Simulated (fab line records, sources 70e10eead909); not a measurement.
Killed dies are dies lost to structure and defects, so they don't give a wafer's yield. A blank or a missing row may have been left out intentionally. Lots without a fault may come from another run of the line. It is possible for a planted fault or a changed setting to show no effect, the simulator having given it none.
Matching of chambers -- flow nand harc -- ald metal-04 running NHARC_A_BLC_ALD_23: 4 sister chambers
The step deposits TiN, target thk 3 nm, pulse time 1 s, ald cycles 150. 20 wafers are shown with their chamber, then 10 later ones without.

## WAFERS PAIRED WITH THEIR CHAMBERS
wafer,chamber,heater power w (W),precursor pulse height rel
L075.1,1,1038,1.004
L075.2,3,1040,1.012
L075.3,0,1011,0.995
L076.1,1,1046,1.011
L076.3,3,1033,1.013
L076.5,3,1041,0.996
L074.3,3,994,0.998
L074.4,1,1009,1.012
L074.5,3,1001,1.013
L078.1,1,1005,1.001
L078.2,3,1040,1.017
L078.5,3,1034,0.982
L079.1,3,1042,1.029
L079.3,0,1006,1.012
L079.6,1,1058,0.980
L084.1,3,1025,1.003
L084.2,0,1012,1.001
L084.4,2,1225,0.965
L089.1,2,1243,0.974
L089.4,3,999,0.997

SIGNATURES (averages over the wafers above)
reading,chamber 0,chamber 1,chamber 2,chamber 3,scatter within a chamber
heater power w,1009.67,1031.20,1234.00,1024.90,18.9
precursor pulse height rel,1.00267,1.00160,0.96950,1.00600,0.0124
Rule: for a wafer and a chamber, the distance is found by dividing, reading by reading, the gap between the wafer's reading and the chamber's mean by the reading's scatter, squaring, summing and taking the root. If the next closest chamber is less than 2 further off than the closest, the wafer can't be placed; otherwise it belongs to the closest. The scatter: take each reading less its chamber's mean, square it, sum over the shown wafers, divide by the number of wafers less the number of chambers, and take the root.

## WAFERS WITHOUT THEIR CHAMBER
wafer,heater power w (W),precursor pulse height rel
L089.5,1004,0.973
L091.1,998,0.984
L091.5,1026,0.977
L091.6,1010,1.025
L095.2,1008,1.015
L095.3,1025,0.984
L095.6,1027,1.000
L096.1,1013,0.999
L096.3,985,0.990
L096.4,1036,1.003

## CHAMBER TAKEN BY EACH
wafer,from the rows above,in truth
L089.5,can't be placed: 0 or 1 or 3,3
L091.1,can't be placed: 0 or 1 or 3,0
L091.5,can't be placed: 1 or 0 or 3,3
L091.6,can't be placed: 3 or 0 or 1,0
L095.2,can't be placed: 0 or 3 or 1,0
L095.3,can't be placed: 1 or 0 or 3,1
L095.6,can't be placed: 1 or 3 or 0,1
L096.1,can't be placed: 0 or 3 or 1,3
L096.3,can't be placed: 0 or 3 or 1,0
L096.4,can't be placed: 1 or 3 or 0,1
Placed correctly: 0 of 10. From these rows, 10 cannot be placed; in 10 the true chamber is one of the candidates. Number placed wrongly: 0.
